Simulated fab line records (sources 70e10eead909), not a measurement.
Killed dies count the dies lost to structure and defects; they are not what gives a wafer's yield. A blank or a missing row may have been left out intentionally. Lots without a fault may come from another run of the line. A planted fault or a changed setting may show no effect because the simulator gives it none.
One fault through the eyes of 2 desks	flow nand-harc	each desk holds nothing but its own numbers, with what lay behind them at the end

== THE DEFECT DESK ==
Inspection counts along the route, by lot: the mean over sampled wafers that carry a number. If a lot's mean is further than 4 standard deviations from the usual mean, the lot is out of limits and carries the mark OUT (the distance appears in the brackets).
Columns: A = raw-defect-count at NHARC_A_CHANNEL_HOLE_D1_INSPECT_40, usual 63
lot	first seen here	A
L141	day 9 00:40	63
L142	day 9 03:25	67
L143	day 9 09:17	50
L145	day 9 20:40	64
L147	day 10 05:10	172 (+7.3) OUT
L156	day 12 14:36	40
L157	day 12 18:46	86
L158	day 12 19:38	66
L163	day 13 14:19	57
L160	day 13 16:00	86
L161	day 13 20:11	83
L164	day 14 08:53	55
This desk's verdict: out of limits on L147, starting with L147 at day 10 05:10 (raw-defect-count at NHARC_A_CHANNEL_HOLE_D1_INSPECT_40). In limits: L141, L142, L143, L145, L156, L157, L158, L163, L160, L161, L164.

== AT THE TOOL OWNER'S DESK: rie-diel-06 ==
The tool's own readings at NHARC_A_CHANNEL_HOLE_D1_ETCH_38 (etches the open film in CF4, target depth 39 nm, time 65 s): means of the sampled wafers that have a number, for each lot that ran on this tool. If a lot's mean is further than 4 standard deviations from the usual mean, the lot is out of limits and carries the mark OUT (the distance appears in the brackets).
Columns: A = drypump-motor-current-A at NHARC_A_CHANNEL_HOLE_D1_ETCH_38, usual 5.9 A; B = oes-product-au at NHARC_A_CHANNEL_HOLE_D1_ETCH_38, usual 0.995 a.u.; C = rf-vpp-V at NHARC_A_CHANNEL_HOLE_D1_ETCH_38, usual 151.5 V; D = showerhead-plenum-p-Torr at NHARC_A_CHANNEL_HOLE_D1_ETCH_38, usual 1.79 Torr; E = throttle-valve-pct at NHARC_A_CHANNEL_HOLE_D1_ETCH_38, usual 13.283 %
lot	first seen here	A	B	C	D	E
L141	day 8 17:53	5.5	0.999	152.3	1.81	13.279
L147	day 9 21:50	6.0	0.999	150.5	1.74	13.282
L160	day 13 09:02	5.6	1.001	151.8	1.81	13.291
This desk found nothing out of limits on any of the 3 lots.

== BROUGHT TOGETHER ==
The defect desk could have raised an alarm at day 10 05:10, on L147.
The tool owner's desk saw nothing out of limits.
The tool owner's desk has L147 on record, within its limits.
On rie-diel-06, each named lot ran NHARC_A_CHANNEL_HOLE_D1_ETCH_38.

== WHAT THE SIMULATOR PUT IN ==
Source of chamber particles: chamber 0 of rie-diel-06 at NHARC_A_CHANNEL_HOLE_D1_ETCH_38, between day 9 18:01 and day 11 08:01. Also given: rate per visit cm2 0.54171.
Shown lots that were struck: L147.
Hours from the fault's start to each desk's first reading out of limits: the defect desk, 11.
